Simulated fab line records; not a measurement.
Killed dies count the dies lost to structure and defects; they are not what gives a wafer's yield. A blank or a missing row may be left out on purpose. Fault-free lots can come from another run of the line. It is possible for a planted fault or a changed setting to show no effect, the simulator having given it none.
Which tool is to blame? :: flow nand-harc :: 13 lots, 36 wafers sampled, at 5 steps of a route of 1302

== WHAT THE GAUGES READ, wafer by wafer ==
NHARC_P_CONTACT_INSPECT_14. Usual: raw-defect-count reads 3.8 (standard deviation 2.5).
lot: L238
measured: day 5 20:58
on: defect-inspect-01
raw-defect-count: 3 2 3
flag: 

lot: L239
measured: day 6 12:07
on: defect-inspect-02
raw-defect-count: 0 1 1
flag: 

lot: L241
measured: day 7 05:11
on: defect-inspect-02
raw-defect-count: 4 3 3
flag: 

lot: L243
measured: day 7 21:04
on: defect-inspect-01
raw-defect-count: 6 9 13
flag: 

lot: L244
measured: day 8 09:00
on: defect-inspect-02
raw-defect-count: 2 0 7
flag: 

lot: L249
measured: day 10 05:19
on: defect-inspect-02
raw-defect-count: 11 3
flag: 

lot: L250
measured: day 10 20:26
on: defect-inspect-01
raw-defect-count: 4 4
flag: 

lot: L252
measured: day 11 20:23
on: defect-inspect-01
raw-defect-count: 5 8
flag: 

lot: L257
measured: day 13 15:50
on: defect-inspect-02
raw-defect-count: 5 1 2
flag: 

lot: L258
measured: day 14 07:06
on: defect-inspect-01
raw-defect-count: 0 7 4
flag: 

lot: L259
measured: day 14 22:35
on: defect-inspect-01
raw-defect-count: 7 2 7
flag: 

lot: L260
measured: day 15 01:52
on: defect-inspect-02
raw-defect-count: 1 7 3
flag: 

lot: L261
measured: day 15 08:37
on: defect-inspect-01
raw-defect-count: 2 3 2
flag: 

NHARC_P_CONTACT_INSPECT_27. Usual: raw-defect-count reads 312 (standard deviation 120).
lot: L238
measured: day 6 00:19
on: defect-inspect-02
raw-defect-count: 555 248 280
flag: 

lot: L239
measured: day 6 15:16
on: defect-inspect-02
raw-defect-count: 141 316 306
flag: 

lot: L241
measured: day 7 08:29
on: defect-inspect-02
raw-defect-count: 310 314 242
flag: 

lot: L243
measured: day 8 00:13
on: defect-inspect-01
raw-defect-count: 226 468 264
flag: 

lot: L244
measured: day 8 12:08
on: defect-inspect-01
raw-defect-count: 203 147 189
flag: 

lot: L249
measured: day 10 08:29
on: defect-inspect-01
raw-defect-count: 217 429
flag: 

lot: L250
measured: day 10 23:57
on: defect-inspect-01
raw-defect-count: 308 250
flag: 

lot: L252
measured: day 11 23:32
on: defect-inspect-01
raw-defect-count: 370 206
flag: 

lot: L257
measured: day 13 18:59
on: defect-inspect-02
raw-defect-count: 318 172 172
flag: 

lot: L258
measured: day 14 10:14
on: defect-inspect-01
raw-defect-count: 523 321 393
flag: 

lot: L259
measured: day 15 01:45
on: defect-inspect-01
raw-defect-count: 614 538 317
flag: 

lot: L260
measured: day 15 05:01
on: defect-inspect-01
raw-defect-count: 155 357 223
flag: 

lot: L261
measured: day 15 11:53
on: defect-inspect-02
raw-defect-count: 349 906 426
flag: 

NHARC_END_SORT_01. Usual: killed-at-array 63, standard deviation 27; killed-at-other 0.7, standard deviation 1.2; killed-at-periphery 3.1, standard deviation 2; killed-dies 67, standard deviation 28; killed-open 3.0, standard deviation 1.9; killed-short 2.2, standard deviation 1.5.
lot: L238
measured: day 24 18:54
on: prober-01
killed-at-array: 90 102 71
killed-at-other: 0 0 2
killed-at-periphery: 3 1 3
killed-dies: 93 103 76
killed-open: 2 4 1
killed-short: 2 0 1
flag: 

lot: L239
measured: day 24 11:13
on: prober-01
killed-at-array: 80 72 72
killed-at-other: 0 1 0
killed-at-periphery: 1 2 1
killed-dies: 81 75 73
killed-open: 0 3 4
killed-short: 2 3 3
flag: 

lot: L241
measured: day 25 13:47
on: prober-02
killed-at-array: 84 74 91
killed-at-other: 0 0 0
killed-at-periphery: 4 3 4
killed-dies: 88 77 95
killed-open: 3 2 10
killed-short: 1 2 2
flag: 

lot: L243
measured: day 26 06:21
on: prober-01
killed-at-array: 103 92 83
killed-at-other: 2 0 3
killed-at-periphery: 5 10 8
killed-dies: 110 102 94
killed-open: 2 3 0
killed-short: 3 2 0
flag: 

lot: L244
measured: day 26 16:31
on: prober-02
killed-at-array: 21 23 20
killed-at-other: 0 0 1
killed-at-periphery: 6 1 2
killed-dies: 27 24 23
killed-open: 3 3 3
killed-short: 3 1 2
flag: 

lot: L249
measured: day 28 22:20
on: prober-01
killed-at-array: 55 56
killed-at-other: 2 2
killed-at-periphery: 4 6
killed-dies: 61 64
killed-open: 2 4
killed-short: 3 2
flag: 

lot: L250
measured: day 28 22:23
on: prober-02
killed-at-array: 29 29
killed-at-other: 3 0
killed-at-periphery: 1 2
killed-dies: 33 31
killed-open: 2 4
killed-short: 2 5
flag: 

lot: L252
measured: day 30 03:14
on: prober-02
killed-at-array: 61 52
killed-at-other: 0 0
killed-at-periphery: 5 8
killed-dies: 66 60
killed-open: 2 2
killed-short: 3 0
flag: 

lot: L257
measured: day 33 04:20
on: prober-02
killed-at-array: 90 97 89
killed-at-other: 1 0 1
killed-at-periphery: 5 1 0
killed-dies: 96 98 90
killed-open: 4 3 2
killed-short: 4 2 4
flag: 

lot: L258
measured: day 32 22:00
on: prober-01
killed-at-array: 37 27 28
killed-at-other: 0 0 1
killed-at-periphery: 2 5 2
killed-dies: 39 32 31
killed-open: 7 7 5
killed-short: 1 1 0
flag: 

lot: L259
measured: day 34 16:57
on: prober-01
killed-at-array: 40 51 40
killed-at-other: 0 0 0
killed-at-periphery: 3 7 5
killed-dies: 43 58 45
killed-open: 1 6 1
killed-short: 1 1 2
flag: 

lot: L260
measured: day 33 13:41
on: prober-01
killed-at-array: 61 67 63
killed-at-other: 0 2 1
killed-at-periphery: 1 1 5
killed-dies: 62 70 69
killed-open: 3 3 3
killed-short: 1 4 3
flag: 

lot: L261
measured: day 33 23:48
on: prober-02
killed-at-array: 34 33 39
killed-at-other: 4 1 0
killed-at-periphery: 5 2 4
killed-dies: 43 36 43
killed-open: 2 3 3
killed-short: 2 1 2
flag: 

== WHICH TOOL RAN EACH LOT (tool, then ch and the chambers of the sampled wafers, then the start) ==
lot: L238
NHARC_P_CONTACT_DESCUM_17: rie-diel-06 ch 1,3, day 5 21:02
NHARC_P_CONTACT_ETCH_31: rie-diel-06 ch 1,3, day 5 21:47

lot: L239
NHARC_P_CONTACT_DESCUM_17: rie-diel-01 ch 1,2,3, day 6 12:11
NHARC_P_CONTACT_ETCH_31: rie-diel-01 ch 0,1,3, day 6 12:56

lot: L241
NHARC_P_CONTACT_DESCUM_17: rie-diel-04 ch 0,2,3, day 7 05:14
NHARC_P_CONTACT_ETCH_31: rie-diel-04 ch 0,2,3, day 7 05:59

lot: L243
NHARC_P_CONTACT_DESCUM_17: rie-diel-04 ch 1,2,3, day 7 21:08
NHARC_P_CONTACT_ETCH_31: rie-diel-04 ch 1,2,3, day 7 21:52

lot: L244
NHARC_P_CONTACT_DESCUM_17: rie-diel-04 ch 1,2,3, day 8 09:04
NHARC_P_CONTACT_ETCH_31: rie-diel-04 ch 1,3, day 8 09:48

lot: L249
NHARC_P_CONTACT_DESCUM_17: rie-diel-06 ch 0,1, day 10 05:25
NHARC_P_CONTACT_ETCH_31: rie-diel-06 ch 0,1, day 10 06:09

lot: L250
NHARC_P_CONTACT_DESCUM_17: rie-diel-06 ch 1, day 10 20:30
NHARC_P_CONTACT_ETCH_31: rie-diel-06 ch 2, day 10 21:38

lot: L252
NHARC_P_CONTACT_DESCUM_17: rie-diel-06 ch 0,3, day 11 20:27
NHARC_P_CONTACT_ETCH_31: rie-diel-06 ch 0,1, day 11 21:13

lot: L257
NHARC_P_CONTACT_DESCUM_17: rie-diel-04 ch 0,2,3, day 13 15:55
NHARC_P_CONTACT_ETCH_31: rie-diel-04 ch 0,1, day 13 16:38

lot: L258
NHARC_P_CONTACT_DESCUM_17: rie-diel-04 ch 1,2,3, day 14 07:10
NHARC_P_CONTACT_ETCH_31: rie-diel-04 ch 0,3, day 14 07:55

lot: L259
NHARC_P_CONTACT_DESCUM_17: rie-diel-04 ch 1,3, day 14 22:39
NHARC_P_CONTACT_ETCH_31: rie-diel-04 ch 0,1,2, day 14 23:23

lot: L260
NHARC_P_CONTACT_DESCUM_17: rie-diel-06 ch 0,2,3, day 15 01:56
NHARC_P_CONTACT_ETCH_31: rie-diel-06 ch 2,3, day 15 02:41

lot: L261
NHARC_P_CONTACT_DESCUM_17: rie-diel-06 ch 0,1,3, day 15 08:40
NHARC_P_CONTACT_ETCH_31: rie-diel-06 ch 0,1,2, day 15 09:33
- NHARC_P_CONTACT_DESCUM_17: chemistry O2, time 3 s.
- NHARC_P_CONTACT_ETCH_31: etches the open film in CH3F/O2, target depth 30 nm, time 85.7 s.

== AS READ BY THE TOOLS THEMSELVES (means over the sampled wafers that have a number; for cases with no such wafer, the mark the record gives instead) ==
NHARC_P_CONTACT_DESCUM_17. Usual: drypump-motor-current-A 5.6 A, standard deviation 0.44; oes-product-au 1.004 a.u., standard deviation 0.012; rf-vpp-V 57.8 V, standard deviation 0.89; showerhead-plenum-p-Torr 1.93 Torr, standard deviation 0.075; throttle-valve-pct 11.311 %, standard deviation 0.0097.
lot: L238
tool: rie-diel-06
drypump-motor-current-A (A): 5.3
oes-product-au (a.u.): 1.008
rf-vpp-V (V): 57.0
showerhead-plenum-p-Torr (Torr): 1.87
throttle-valve-pct (%): 11.315
flag: 

lot: L239
tool: rie-diel-01
drypump-motor-current-A (A): 5.8
oes-product-au (a.u.): 0.997
rf-vpp-V (V): 58.0
showerhead-plenum-p-Torr (Torr): 1.90
throttle-valve-pct (%): 11.313
flag: 

lot: L241
tool: rie-diel-04
drypump-motor-current-A (A): 5.3
oes-product-au (a.u.): 1.001
rf-vpp-V (V): 57.9
showerhead-plenum-p-Torr (Torr): 1.94
throttle-valve-pct (%): 11.310
flag: 

lot: L243
tool: rie-diel-04
drypump-motor-current-A (A): 5.6
oes-product-au (a.u.): 0.998
rf-vpp-V (V): 58.3
showerhead-plenum-p-Torr (Torr): 1.99
throttle-valve-pct (%): 11.311
flag: 

lot: L244
tool: rie-diel-04
drypump-motor-current-A (A): 5.6
oes-product-au (a.u.): 1.003
rf-vpp-V (V): 58.5
showerhead-plenum-p-Torr (Torr): 1.99
throttle-valve-pct (%): 11.317
flag: 

lot: L249
tool: rie-diel-06
drypump-motor-current-A (A): 5.9
oes-product-au (a.u.): 1.006
rf-vpp-V (V): 56.8
showerhead-plenum-p-Torr (Torr): 1.92
throttle-valve-pct (%): 11.314
flag: 

lot: L250
tool: rie-diel-06
drypump-motor-current-A (A): 5.8
oes-product-au (a.u.): 1.022
rf-vpp-V (V): 58.7
showerhead-plenum-p-Torr (Torr): 1.96
throttle-valve-pct (%): 11.320
flag: 

lot: L252
tool: rie-diel-06
drypump-motor-current-A (A): 5.5
oes-product-au (a.u.): 1.006
rf-vpp-V (V): 57.7
showerhead-plenum-p-Torr (Torr): 1.85
throttle-valve-pct (%): 11.319
flag: 

lot: L257
tool: rie-diel-04
drypump-motor-current-A (A): 5.3
oes-product-au (a.u.): 1.009
rf-vpp-V (V): 58.4
showerhead-plenum-p-Torr (Torr): 1.94
throttle-valve-pct (%): 11.307
flag: 

lot: L258
tool: rie-diel-04
drypump-motor-current-A (A): 5.6
oes-product-au (a.u.): 0.996
rf-vpp-V (V): 57.6
showerhead-plenum-p-Torr (Torr): 1.99
throttle-valve-pct (%): 11.319
flag: 

lot: L259
tool: rie-diel-04
drypump-motor-current-A (A): 5.7
oes-product-au (a.u.): 0.995
rf-vpp-V (V): 57.7
showerhead-plenum-p-Torr (Torr): 1.99
throttle-valve-pct (%): 11.316
flag: 

lot: L260
tool: rie-diel-06
drypump-motor-current-A (A): 5.7
oes-product-au (a.u.): 1.014
rf-vpp-V (V): 56.8
showerhead-plenum-p-Torr (Torr): 1.87
throttle-valve-pct (%): 11.308
flag: 

lot: L261
tool: rie-diel-06
drypump-motor-current-A (A): 5.5
oes-product-au (a.u.): 1.004
rf-vpp-V (V): 57.0
showerhead-plenum-p-Torr (Torr): 1.89
throttle-valve-pct (%): 11.318
flag: 

NHARC_P_CONTACT_ETCH_31. Usual: drypump-motor-current-A 5.6 A, standard deviation 0.43; oes-product-au 0.982 a.u., standard deviation 0.015; rf-vpp-V 244.7 V, standard deviation 1.6; run-length-s 107.0 s, standard deviation 0.53; showerhead-plenum-p-Torr 2.48 Torr, standard deviation 0.093; throttle-valve-pct 20.663 %, standard deviation 0.0097.
lot: L238
tool: rie-diel-06
drypump-motor-current-A (A): 5.6
oes-product-au (a.u.): 0.969
rf-vpp-V (V): 244.1
run-length-s (s): 106.8
showerhead-plenum-p-Torr (Torr): 2.46
throttle-valve-pct (%): 20.665
flag: 

lot: L239
tool: rie-diel-01
drypump-motor-current-A (A): 5.6
oes-product-au (a.u.): 0.988
rf-vpp-V (V): 244.9
run-length-s (s): 107.0
showerhead-plenum-p-Torr (Torr): 2.51
throttle-valve-pct (%): 20.664
flag: 

lot: L241
tool: rie-diel-04
drypump-motor-current-A (A): 5.3
oes-product-au (a.u.): 0.987
rf-vpp-V (V): 245.6
run-length-s (s): 106.9
showerhead-plenum-p-Torr (Torr): 2.49
throttle-valve-pct (%): 20.663
flag: 

lot: L243
tool: rie-diel-04
drypump-motor-current-A (A): 5.6
oes-product-au (a.u.): 0.974
rf-vpp-V (V): 245.9
run-length-s (s): 107.5
showerhead-plenum-p-Torr (Torr): 2.55
throttle-valve-pct (%): 20.659
flag: 

lot: L244
tool: rie-diel-04
drypump-motor-current-A (A): 5.7
oes-product-au (a.u.): 0.985
rf-vpp-V (V): 245.7
run-length-s (s): 107.3
showerhead-plenum-p-Torr (Torr): 2.55
throttle-valve-pct (%): 20.666
flag: 

lot: L249
tool: rie-diel-06
drypump-motor-current-A (A): 5.8
oes-product-au (a.u.): 0.999
rf-vpp-V (V): 243.7
run-length-s (s): 73.9
showerhead-plenum-p-Torr (Torr): 2.46
throttle-valve-pct (%): 20.659
flag: OFF

lot: L250
tool: rie-diel-06
drypump-motor-current-A (A): 6.2
oes-product-au (a.u.): 0.970
rf-vpp-V (V): 244.7
run-length-s (s): 89.8
showerhead-plenum-p-Torr (Torr): 2.45
throttle-valve-pct (%): 20.676
flag: OFF

lot: L252
tool: rie-diel-06
drypump-motor-current-A (A): 5.9
oes-product-au (a.u.): 0.989
rf-vpp-V (V): 245.4
run-length-s (s): 90.2
showerhead-plenum-p-Torr (Torr): 2.46
throttle-valve-pct (%): 20.655
flag: OFF

lot: L257
tool: rie-diel-04
drypump-motor-current-A (A): 5.2
oes-product-au (a.u.): 1.000
rf-vpp-V (V): 245.1
run-length-s (s): 107.4
showerhead-plenum-p-Torr (Torr): 2.48
throttle-valve-pct (%): 20.657
flag: 

lot: L258
tool: rie-diel-04
drypump-motor-current-A (A): 5.3
oes-product-au (a.u.): 0.989
rf-vpp-V (V): 243.5
run-length-s (s): 106.7
showerhead-plenum-p-Torr (Torr): 2.41
throttle-valve-pct (%): 20.668
flag: 

lot: L259
tool: rie-diel-04
drypump-motor-current-A (A): 5.4
oes-product-au (a.u.): 0.969
rf-vpp-V (V): 246.3
run-length-s (s): 107.3
showerhead-plenum-p-Torr (Torr): 2.55
throttle-valve-pct (%): 20.653
flag: 

lot: L260
tool: rie-diel-06
drypump-motor-current-A (A): 5.8
oes-product-au (a.u.): 0.994
rf-vpp-V (V): 244.1
run-length-s (s): 106.3
showerhead-plenum-p-Torr (Torr): 2.42
throttle-valve-pct (%): 20.664
flag: 

lot: L261
tool: rie-diel-06
drypump-motor-current-A (A): 5.9
oes-product-au (a.u.): 0.952
rf-vpp-V (V): 243.1
run-length-s (s): 106.7
showerhead-plenum-p-Torr (Torr): 2.45
throttle-valve-pct (%): 20.665
flag: 

== THE ANSWER, worked out from the rows above alone ==
Rule: take the mean of a lot's wafers that have a number; if it is more than 3 standard deviations from the usual mean, the lot is off. A lot without any number at a reading at which 4 lots or more have one is off too. The other lots that the step has rows for count as sound. The gauges are gone through in route order, then the tools' own readings, and for those a lot's mean is taken as printed above. At the first step where some lot is off, the reading lying furthest off is the one used; lots without a number count as furthest.
Off, at NHARC_P_CONTACT_ETCH_31 on run-length-s: L249, L250, L252.
If a tool, at that step or one of the process steps before it, ran each lot that is off and ran no sound lot following the first of them, it fits. No candidate that was tried fits.

== WHAT THE SIMULATOR HAD INSERTED ==
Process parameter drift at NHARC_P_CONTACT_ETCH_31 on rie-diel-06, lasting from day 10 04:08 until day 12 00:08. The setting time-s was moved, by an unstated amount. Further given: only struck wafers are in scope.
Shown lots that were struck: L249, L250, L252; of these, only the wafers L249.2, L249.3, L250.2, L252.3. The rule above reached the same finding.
